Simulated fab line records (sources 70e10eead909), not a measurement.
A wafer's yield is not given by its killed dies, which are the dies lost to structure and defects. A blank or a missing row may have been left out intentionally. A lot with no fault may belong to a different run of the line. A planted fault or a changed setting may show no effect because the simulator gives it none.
Which tool did it? || flow nand_harc || Sampling: 12 lots, 36 wafers, 7 of 1159 route steps

WHAT THE GAUGES READ, wafer by wafer
NHARC_P_ZERO_WELL_INSPECT_43.
{"lot": "L208", "measured": "day 2 01:38", "on": "defect_inspect-01", "raw_defect_count": "7 10 3"}
{"lot": "L209", "measured": "day 2 07:41", "on": "defect_inspect-01", "raw_defect_count": "28 28 29"}
{"lot": "L210", "measured": "day 2 13:45", "on": "defect_inspect-02", "raw_defect_count": "12 16 9"}
{"lot": "L211", "measured": "day 2 19:29", "on": "defect_inspect-01", "raw_defect_count": "16 13 18"}
{"lot": "L212", "measured": "day 3 01:30", "on": "defect_inspect-01", "raw_defect_count": "15 13 12"}
{"lot": "L216", "measured": "day 4 01:25", "on": "defect_inspect-02", "raw_defect_count": "26 15 17"}
{"lot": "L217", "measured": "day 4 07:42", "on": "defect_inspect-02", "raw_defect_count": "12 9 3"}
{"lot": "L219", "measured": "day 4 19:41", "on": "defect_inspect-01", "raw_defect_count": "21 13 20"}
{"lot": "L221", "measured": "day 5 07:32", "on": "defect_inspect-02", "raw_defect_count": "14 11 9"}
{"lot": "L225", "measured": "day 6 07:46", "on": "defect_inspect-02", "raw_defect_count": "20 13 13"}
{"lot": "L228", "measured": "day 7 01:20", "on": "defect_inspect-01", "raw_defect_count": "36 22 10"}
{"lot": "L230", "measured": "day 7 13:28", "on": "defect_inspect-02", "raw_defect_count": "15 16 9"}

NHARC_P_STI_INSPECT_25.
{"lot": "L208", "measured": "day 3 23:09", "on": "defect_inspect-02", "raw_defect_count": "100 267 173"}
{"lot": "L209", "measured": "day 3 23:09", "on": "defect_inspect-01", "raw_defect_count": "239 232 657"}
{"lot": "L210", "measured": "day 4 12:41", "on": "defect_inspect-01", "raw_defect_count": "345 277 418"}
{"lot": "L211", "measured": "day 4 12:41", "on": "defect_inspect-02", "raw_defect_count": "257 263 387"}
{"lot": "L212", "measured": "day 4 21:26", "on": "defect_inspect-02", "raw_defect_count": "173 255 129"}
{"lot": "L216", "measured": "day 5 18:58", "on": "defect_inspect-01", "raw_defect_count": "294 622 199"}
{"lot": "L217", "measured": "day 6 07:05", "on": "defect_inspect-01", "raw_defect_count": "133 194 370"}
{"lot": "L219", "measured": "day 6 23:32", "on": "defect_inspect-01", "raw_defect_count": "186 340 246"}
{"lot": "L221", "measured": "day 6 23:33", "on": "defect_inspect-02", "raw_defect_count": "1096 1213 1160"}
{"lot": "L225", "measured": "day 7 21:46", "on": "defect_inspect-01", "raw_defect_count": "1269 1242 1285"}
{"lot": "L228", "measured": "day 9 03:47", "on": "defect_inspect-02", "raw_defect_count": "221 186 113"}
{"lot": "L230", "measured": "day 9 03:47", "on": "defect_inspect-01", "raw_defect_count": "329 148 239"}

NHARC_P_GATE_INSPECT_28.
{"lot": "L208", "measured": "day 4 21:36", "on": "defect_inspect-02", "raw_defect_count": "9 8 3"}
{"lot": "L209", "measured": "day 4 21:27", "on": "defect_inspect-01", "raw_defect_count": "6 7 2"}
{"lot": "L210", "measured": "day 5 13:12", "on": "defect_inspect-01", "raw_defect_count": "6 4 2"}
{"lot": "L211", "measured": "day 5 13:22", "on": "defect_inspect-01", "raw_defect_count": "11 3 6"}
{"lot": "L212", "measured": "day 6 01:23", "on": "defect_inspect-01", "raw_defect_count": "6 7 7"}
{"lot": "L216", "measured": "day 6 20:47", "on": "defect_inspect-02", "raw_defect_count": "5 6 8"}
{"lot": "L217", "measured": "day 7 05:27", "on": "defect_inspect-01", "raw_defect_count": "6 6 15"}
{"lot": "L219", "measured": "day 7 21:55", "on": "defect_inspect-02", "raw_defect_count": "5 15 8"}
{"lot": "L221", "measured": "day 7 22:04", "on": "defect_inspect-01", "raw_defect_count": "999 1052 1026"}
{"lot": "L225", "measured": "day 8 22:06", "on": "defect_inspect-02", "raw_defect_count": "1009 1118 1034"}
{"lot": "L228", "measured": "day 10 02:07", "on": "defect_inspect-02", "raw_defect_count": "8 3 9"}
{"lot": "L230", "measured": "day 10 02:16", "on": "defect_inspect-01", "raw_defect_count": "6 5 3"}

NHARC_END_SORT_01.
{"lot": "L208", "measured": "day 20 02:20", "on": "prober-01", "killed_at_array": "23 21 33", "killed_at_other": "1 0 0", "killed_at_periphery": "4 4 1", "killed_dies": "28 25 34", "killed_open": "3 2 2", "killed_short": "0 0 4"}
{"lot": "L209", "measured": "day 19 17:01", "on": "prober-01", "killed_at_array": "16 23 19", "killed_at_other": "0 0 3", "killed_at_periphery": "1 3 1", "killed_dies": "17 26 23", "killed_open": "4 3 3", "killed_short": "2 2 2"}
{"lot": "L210", "measured": "day 20 08:45", "on": "prober-02", "killed_at_array": "10 12 12", "killed_at_other": "0 0 0", "killed_at_periphery": "0 2 4", "killed_dies": "10 14 16", "killed_open": "5 4 3", "killed_short": "0 0 4"}
{"lot": "L211", "measured": "day 20 16:12", "on": "prober-01", "killed_at_array": "38 36 35", "killed_at_other": "0 0 0", "killed_at_periphery": "4 8 11", "killed_dies": "42 44 46", "killed_open": "5 5 4", "killed_short": "1 1 3"}
{"lot": "L212", "measured": "day 21 00:01", "on": "prober-01", "killed_at_array": "15 12 10", "killed_at_other": "0 0 0", "killed_at_periphery": "3 3 0", "killed_dies": "18 15 10", "killed_open": "2 2 3", "killed_short": "2 2 1"}
{"lot": "L216", "measured": "day 21 18:46", "on": "prober-02", "killed_at_array": "37 31 38", "killed_at_other": "1 0 1", "killed_at_periphery": "2 3 1", "killed_dies": "40 34 40", "killed_open": "0 6 5", "killed_short": "2 0 4"}
{"lot": "L217", "measured": "day 21 20:29", "on": "prober-01", "killed_at_array": "30 31 25", "killed_at_other": "1 0 0", "killed_at_periphery": "3 3 5", "killed_dies": "34 34 30", "killed_open": "5 2 3", "killed_short": "2 2 6"}
{"lot": "L219", "measured": "day 22 20:36", "on": "prober-01", "killed_at_array": "23 31 27", "killed_at_other": "0 0 1", "killed_at_periphery": "3 5 2", "killed_dies": "26 36 30", "killed_open": "2 2 2", "killed_short": "2 3 3"}
{"lot": "L221", "measured": "day 22 13:37", "on": "prober-01", "killed_at_array": "29 30 25", "killed_at_other": "2 0 1", "killed_at_periphery": "57 100 45", "killed_dies": "88 130 71", "killed_open": "5 3 4", "killed_short": "3 2 4"}
{"lot": "L225", "measured": "day 23 07:17", "on": "prober-01", "killed_at_array": "25 27 35", "killed_at_other": "0 1 1", "killed_at_periphery": "49 99 40", "killed_dies": "74 127 76", "killed_open": "4 1 2", "killed_short": "1 2 5"}
{"lot": "L228", "measured": "day 24 11:31", "on": "prober-01", "killed_at_array": "26 36 35", "killed_at_other": "1 0 2", "killed_at_periphery": "5 8 3", "killed_dies": "32 44 40", "killed_open": "2 3 1", "killed_short": "2 0 2"}
{"lot": "L230", "measured": "day 24 11:31", "on": "prober-02", "killed_at_array": "31 31 21", "killed_at_other": "1 1 0", "killed_at_periphery": "1 4 1", "killed_dies": "33 36 22", "killed_open": "1 4 0", "killed_short": "3 0 3"}

TOOL THAT RAN EACH LOT (tool first, then ch and the chambers of the sampled wafers, then the start)
{"lot": "L208", "NHARC_P_ZERO_WELL_DESCUM_39": "rie_diel-12 ch 1,2,3, day 1 22:28", "NHARC_P_STI_PRECLEAN_38": "wet_bench-05 ch 0,3,5, day 3 15:04", "NHARC_P_GATE_DESCUM_13": "rie_diel-05 ch 0,1,2, day 4 07:39"}
{"lot": "L209", "NHARC_P_ZERO_WELL_DESCUM_39": "rie_diel-04 ch 1,2,3, day 2 04:20", "NHARC_P_STI_PRECLEAN_38": "wet_bench-02 ch 3,5,7, day 3 15:03", "NHARC_P_GATE_DESCUM_13": "rie_diel-05 ch 0,2, day 4 07:47"}
{"lot": "L210", "NHARC_P_ZERO_WELL_DESCUM_39": "rie_diel-04 ch 0,1,2, day 2 10:26", "NHARC_P_STI_PRECLEAN_38": "wet_bench-05 ch 1,4,7, day 4 04:38", "NHARC_P_GATE_DESCUM_13": "rie_diel-05 ch 1,2,3, day 4 21:13"}
{"lot": "L211", "NHARC_P_ZERO_WELL_DESCUM_39": "rie_diel-12 ch 0,1, day 2 16:11", "NHARC_P_STI_PRECLEAN_38": "wet_bench-02 ch 0,2,7, day 4 04:29", "NHARC_P_GATE_DESCUM_13": "rie_diel-05 ch 2,3, day 4 21:03"}
{"lot": "L212", "NHARC_P_ZERO_WELL_DESCUM_39": "rie_diel-12 ch 0,1,2, day 2 22:20", "NHARC_P_STI_PRECLEAN_38": "wet_bench-02 ch 4,5,7, day 4 13:25", "NHARC_P_GATE_DESCUM_13": "rie_diel-05 ch 1,3, day 5 08:47"}
{"lot": "L216", "NHARC_P_ZERO_WELL_DESCUM_39": "rie_diel-12 ch 1,3, day 3 22:08", "NHARC_P_STI_PRECLEAN_38": "wet_bench-05 ch 0,1,4, day 5 10:54", "NHARC_P_GATE_DESCUM_13": "rie_diel-05 ch 0,2, day 6 03:56"}
{"lot": "L217", "NHARC_P_ZERO_WELL_DESCUM_39": "rie_diel-04 ch 1,2,3, day 4 04:24", "NHARC_P_STI_PRECLEAN_38": "wet_bench-05 ch 0,4,5, day 5 23:08", "NHARC_P_GATE_DESCUM_13": "rie_diel-02 ch 0,1,3, day 6 15:08"}
{"lot": "L219", "NHARC_P_ZERO_WELL_DESCUM_39": "rie_diel-04 ch 0,1,2, day 4 16:25", "NHARC_P_STI_PRECLEAN_38": "wet_bench-02 ch 3,5,7, day 6 15:26", "NHARC_P_GATE_DESCUM_13": "rie_diel-13 ch 0,2,3, day 7 07:50"}
{"lot": "L221", "NHARC_P_ZERO_WELL_DESCUM_39": "rie_diel-04 ch 0,2,3, day 5 04:15", "NHARC_P_STI_PRECLEAN_38": "wet_bench-05 ch 0,3,7, day 6 15:35", "NHARC_P_GATE_DESCUM_13": "rie_diel-13 ch 0,1,3, day 7 07:44"}
{"lot": "L225", "NHARC_P_ZERO_WELL_DESCUM_39": "rie_diel-04 ch 0,1, day 6 04:28", "NHARC_P_STI_PRECLEAN_38": "wet_bench-05 ch 1,5,6, day 7 15:40", "NHARC_P_GATE_DESCUM_13": "rie_diel-13 ch 1,2,3, day 8 05:53"}
{"lot": "L228", "NHARC_P_ZERO_WELL_DESCUM_39": "rie_diel-12 ch 1,3, day 6 22:03", "NHARC_P_STI_PRECLEAN_38": "wet_bench-06 ch 0,4,7, day 8 14:50", "NHARC_P_GATE_DESCUM_13": "rie_diel-02 ch 1,2,3, day 9 12:16"}
{"lot": "L230", "NHARC_P_ZERO_WELL_DESCUM_39": "rie_diel-09 ch 2,3, day 7 10:18", "NHARC_P_STI_PRECLEAN_38": "wet_bench-06 ch 0,6,7, day 8 20:29", "NHARC_P_GATE_DESCUM_13": "rie_diel-05 ch 0,1,2, day 9 12:24"}
- NHARC_P_ZERO_WELL_DESCUM_39: chemistry O2, time 3 s.
- NHARC_P_STI_PRECLEAN_38: cleans in SC1.
- NHARC_P_GATE_DESCUM_13: chemistry O2, time 3 s.

AS READ BY THE TOOLS THEMSELVES (means over the sampled wafers that have a number; for cases with no such wafer, the mark the record gives instead)
NHARC_P_ZERO_WELL_DESCUM_39.
{"lot": "L208", "tool": "rie_diel-12", "drypump_motor_current_A (A)": 5.56, "oes_product_au (a.u.)": 0.991, "rf_vpp_V (V)": 58.3, "showerhead_plenum_p_Torr (Torr)": 2.03, "throttle_valve_pct (%)": 11.317}
{"lot": "L209", "tool": "rie_diel-04", "drypump_motor_current_A (A)": 5.70, "oes_product_au (a.u.)": 1.007, "rf_vpp_V (V)": 57.2, "showerhead_plenum_p_Torr (Torr)": 1.86, "throttle_valve_pct (%)": 11.314}
{"lot": "L210", "tool": "rie_diel-04", "drypump_motor_current_A (A)": 5.83, "oes_product_au (a.u.)": 1.006, "rf_vpp_V (V)": 56.9, "showerhead_plenum_p_Torr (Torr)": 1.88, "throttle_valve_pct (%)": 11.312}
{"lot": "L211", "tool": "rie_diel-12", "drypump_motor_current_A (A)": 5.53, "oes_product_au (a.u.)": 1.005, "rf_vpp_V (V)": 58.0, "showerhead_plenum_p_Torr (Torr)": 1.93, "throttle_valve_pct (%)": 11.323}
{"lot": "L212", "tool": "rie_diel-12", "drypump_motor_current_A (A)": 5.48, "oes_product_au (a.u.)": 0.998, "rf_vpp_V (V)": 57.3, "showerhead_plenum_p_Torr (Torr)": 1.97, "throttle_valve_pct (%)": 11.304}
{"lot": "L216", "tool": "rie_diel-12", "drypump_motor_current_A (A)": 5.70, "oes_product_au (a.u.)": 0.993, "rf_vpp_V (V)": 58.3, "showerhead_plenum_p_Torr (Torr)": 2.05, "throttle_valve_pct (%)": 11.315}
{"lot": "L217", "tool": "rie_diel-04", "drypump_motor_current_A (A)": 5.70, "oes_product_au (a.u.)": 1.006, "rf_vpp_V (V)": 58.3, "showerhead_plenum_p_Torr (Torr)": 1.86, "throttle_valve_pct (%)": 11.305}
{"lot": "L219", "tool": "rie_diel-04", "drypump_motor_current_A (A)": 5.80, "oes_product_au (a.u.)": 1.021, "rf_vpp_V (V)": 57.2, "showerhead_plenum_p_Torr (Torr)": 1.88, "throttle_valve_pct (%)": 11.305}
{"lot": "L221", "tool": "rie_diel-04", "drypump_motor_current_A (A)": 5.53, "oes_product_au (a.u.)": 1.000, "rf_vpp_V (V)": 57.4, "showerhead_plenum_p_Torr (Torr)": 1.84, "throttle_valve_pct (%)": 11.311}
{"lot": "L225", "tool": "rie_diel-04", "drypump_motor_current_A (A)": 5.99, "oes_product_au (a.u.)": 1.007, "rf_vpp_V (V)": 57.6, "showerhead_plenum_p_Torr (Torr)": 1.91, "throttle_valve_pct (%)": 11.312}
{"lot": "L228", "tool": "rie_diel-12", "drypump_motor_current_A (A)": 5.70, "oes_product_au (a.u.)": 0.999, "rf_vpp_V (V)": 58.3, "showerhead_plenum_p_Torr (Torr)": 2.05, "throttle_valve_pct (%)": 11.321}
{"lot": "L230", "tool": "rie_diel-09", "drypump_motor_current_A (A)": 6.09, "oes_product_au (a.u.)": 0.999, "rf_vpp_V (V)": 57.6, "showerhead_plenum_p_Torr (Torr)": 1.90, "throttle_valve_pct (%)": 11.316}

NHARC_P_GATE_DESCUM_13.
{"lot": "L208", "tool": "rie_diel-05", "drypump_motor_current_A (A)": 5.9, "oes_product_au (a.u.)": 0.995, "rf_vpp_V (V)": 57.6, "showerhead_plenum_p_Torr (Torr)": 1.81, "throttle_valve_pct (%)": 11.307}
{"lot": "L209", "tool": "rie_diel-05", "drypump_motor_current_A (A)": 6.1, "oes_product_au (a.u.)": 1.000, "rf_vpp_V (V)": 57.3, "showerhead_plenum_p_Torr (Torr)": 1.81, "throttle_valve_pct (%)": 11.304}
{"lot": "L210", "tool": "rie_diel-05", "drypump_motor_current_A (A)": 5.9, "oes_product_au (a.u.)": 0.995, "rf_vpp_V (V)": 58.4, "showerhead_plenum_p_Torr (Torr)": 1.88, "throttle_valve_pct (%)": 11.309}
{"lot": "L211", "tool": "rie_diel-05", "drypump_motor_current_A (A)": 6.0, "oes_product_au (a.u.)": 0.988, "rf_vpp_V (V)": 57.8, "showerhead_plenum_p_Torr (Torr)": 1.95, "throttle_valve_pct (%)": 11.302}
{"lot": "L212", "tool": "rie_diel-05", "drypump_motor_current_A (A)": 5.5, "oes_product_au (a.u.)": 0.997, "rf_vpp_V (V)": 57.6, "showerhead_plenum_p_Torr (Torr)": 1.94, "throttle_valve_pct (%)": 11.307}
{"lot": "L216", "tool": "rie_diel-05", "drypump_motor_current_A (A)": 6.4, "oes_product_au (a.u.)": 0.995, "rf_vpp_V (V)": 57.2, "showerhead_plenum_p_Torr (Torr)": 1.82, "throttle_valve_pct (%)": 11.312}
{"lot": "L217", "tool": "rie_diel-02", "drypump_motor_current_A (A)": 6.1, "oes_product_au (a.u.)": 1.004, "rf_vpp_V (V)": 57.4, "showerhead_plenum_p_Torr (Torr)": 1.90, "throttle_valve_pct (%)": 11.309}
{"lot": "L219", "tool": "rie_diel-13", "drypump_motor_current_A (A)": 5.5, "oes_product_au (a.u.)": 1.002, "rf_vpp_V (V)": 58.2, "showerhead_plenum_p_Torr (Torr)": 1.88, "throttle_valve_pct (%)": 11.309}
{"lot": "L221", "tool": "rie_diel-13", "drypump_motor_current_A (A)": 5.5, "oes_product_au (a.u.)": 1.012, "rf_vpp_V (V)": 58.3, "showerhead_plenum_p_Torr (Torr)": 1.91, "throttle_valve_pct (%)": 11.315}
{"lot": "L225", "tool": "rie_diel-13", "drypump_motor_current_A (A)": 5.7, "oes_product_au (a.u.)": 1.013, "rf_vpp_V (V)": 57.9, "showerhead_plenum_p_Torr (Torr)": 1.92, "throttle_valve_pct (%)": 11.303}
{"lot": "L228", "tool": "rie_diel-02", "drypump_motor_current_A (A)": 5.8, "oes_product_au (a.u.)": 0.998, "rf_vpp_V (V)": 57.3, "showerhead_plenum_p_Torr (Torr)": 1.97, "throttle_valve_pct (%)": 11.311}
{"lot": "L230", "tool": "rie_diel-05", "drypump_motor_current_A (A)": 5.9, "oes_product_au (a.u.)": 0.993, "rf_vpp_V (V)": 56.5, "showerhead_plenum_p_Torr (Torr)": 1.81, "throttle_valve_pct (%)": 11.314}

THE ANSWER, worked out from the rows above alone
Rule: the lots themselves supply what counts as usual. The widest of any qualifying gaps counts: lots, ordered by their means at a reading, are off when they make up no more than a third of the lots, leave a main group of 4 or more, and stand apart from it by 3 or more times the standard deviation of that group's means. The tables above print the reading to a certain number of digits; a main group whose means all agree to those digits is not used. Also off: a lot with no number at a reading for which 4 or more lots have one. The other lots that the step has rows for count as sound. The gauges are gone through in route order, then the tools' own readings, and for those a lot's mean is taken as printed above. At the first step where some lot is off, the reading lying furthest off is the one used; lots without a number count as furthest.
Off: L221, L225, at NHARC_P_STI_INSPECT_25 (raw_defect_count). The main group: mean 266, standard deviation 74.
A tool fits if, at a process step before that reading, it ran every lot that is off, and no sound lot after the first of them. Not tried: the gauges at NHARC_P_STI_INSPECT_25; whatever is off there is also off at NHARC_END_SORT_01, on other tools, and gauge error can't account for it. Undecided on this evidence; 2 tools fit (rie_diel-04 at NHARC_P_ZERO_WELL_DESCUM_39, wet_bench-05 at NHARC_P_STI_PRECLEAN_38).

WHAT HAD BEEN PUT IN BY THE SIMULATOR
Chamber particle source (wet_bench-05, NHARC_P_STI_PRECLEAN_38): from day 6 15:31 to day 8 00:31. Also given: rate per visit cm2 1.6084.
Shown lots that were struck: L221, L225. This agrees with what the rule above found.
